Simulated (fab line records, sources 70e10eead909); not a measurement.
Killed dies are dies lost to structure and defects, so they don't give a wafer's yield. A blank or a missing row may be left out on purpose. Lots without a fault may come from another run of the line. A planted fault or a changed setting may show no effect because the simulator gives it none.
Chamber matching | flow nand_harc | NHARC_A_ZERO_WELL_ETCH_19 on rie_diel-09: 4 sister chambers
The step etches the open film in N2/H2, target depth 80 nm, overetch 24 nm, time 87.88 s. 16 wafers are shown with their chamber, then 8 later ones without.

WAFERS WITH THEIR CHAMBER
wafer  | chamber | showerhead_plenum_p_Torr (Torr) | drypump_motor_current_A (A) | rf_vpp_V (V)
L823.1 | 3       | 1.90                            | 5.53                        | 427.2
L823.2 | 0       | 1.94                            | 5.89                        | 427.6
L823.6 | 2       | 1.97                            | 6.13                        | 429.4
L825.2 | 1       | 2.07                            | 6.20                        | 432.0
L825.3 | 0       | 1.94                            | 5.86                        | 427.6
L825.6 | 1       | 2.07                            | 6.21                        | 432.7
L829.2 | 2       | 1.97                            | 6.09                        | 428.3
L829.3 | 1       | 2.07                            | 6.21                        | 430.7
L829.4 | 3       | 1.90                            | 5.50                        | 424.5
L833.1 | 1       | 2.07                            | 6.18                        | 431.8
L833.5 | 1       | 2.07                            | 6.21                        | 432.0
L833.6 | 2       | 1.97                            | 6.10                        | 427.2
L841.1 | 1       | 2.07                            | 6.21                        | 432.0
L841.2 | 0       | 1.94                            | 5.89                        | 427.7
L841.3 | 3       | 1.89                            | 5.48                        | 426.5
L842.4 | 2       | 1.97                            | 6.11                        | 428.4

SIGNATURES (means of the wafers above)
reading                  | chamber 0 | chamber 1 | chamber 2 | chamber 3 | scatter within a chamber
showerhead_plenum_p_Torr | 1.9400    | 2.0700    | 1.9700    | 1.8967    | 0.00236
drypump_motor_current_A  | 5.8800    | 6.2033    | 6.1075    | 5.5033    | 0.017
rf_vpp_V                 | 427.633   | 431.867   | 428.325   | 426.067   | 0.84
Rule: a wafer's distance from a chamber is the root of the sum, over the readings, of the square of ((its reading less the chamber's mean) divided by the reading's scatter). The wafer belongs to the nearest chamber; if the next one is less than 2 further off, it can't be placed. The scatter: the root of (the sum of the squares of (reading less its chamber's mean) over the shown wafers, divided by (wafers less chambers)).

WAFERS WITHOUT THEIR CHAMBER
wafer  | showerhead_plenum_p_Torr (Torr) | drypump_motor_current_A (A) | rf_vpp_V (V)
L842.5 | 1.97                            | 6.10                        | 429.2
L842.6 | 1.89                            | 5.51                        | 426.6
L844.2 | 1.94                            | 5.89                        | 425.8
L844.3 | 1.89                            | 5.47                        | 426.4
L844.5 | 1.97                            | 6.11                        | 426.6
L843.2 | 1.94                            | 5.85                        | 428.3
L843.3 | 2.07                            | 6.22                        | 430.5
L843.6 | 1.89                            | 5.49                        | 424.7

WHICH CHAMBER EACH WENT THROUGH
wafer  | from the rows above | in truth
L842.5 | 2                   | 2
L842.6 | 3                   | 3
L844.2 | 0                   | 0
L844.3 | 3                   | 3
L844.5 | 2                   | 2
L843.2 | 0                   | 0
L843.3 | 1                   | 1
L843.6 | 3                   | 3
Placed correctly: 8 of 8. Can't be placed from these rows: 0. Placed wrongly: 0.
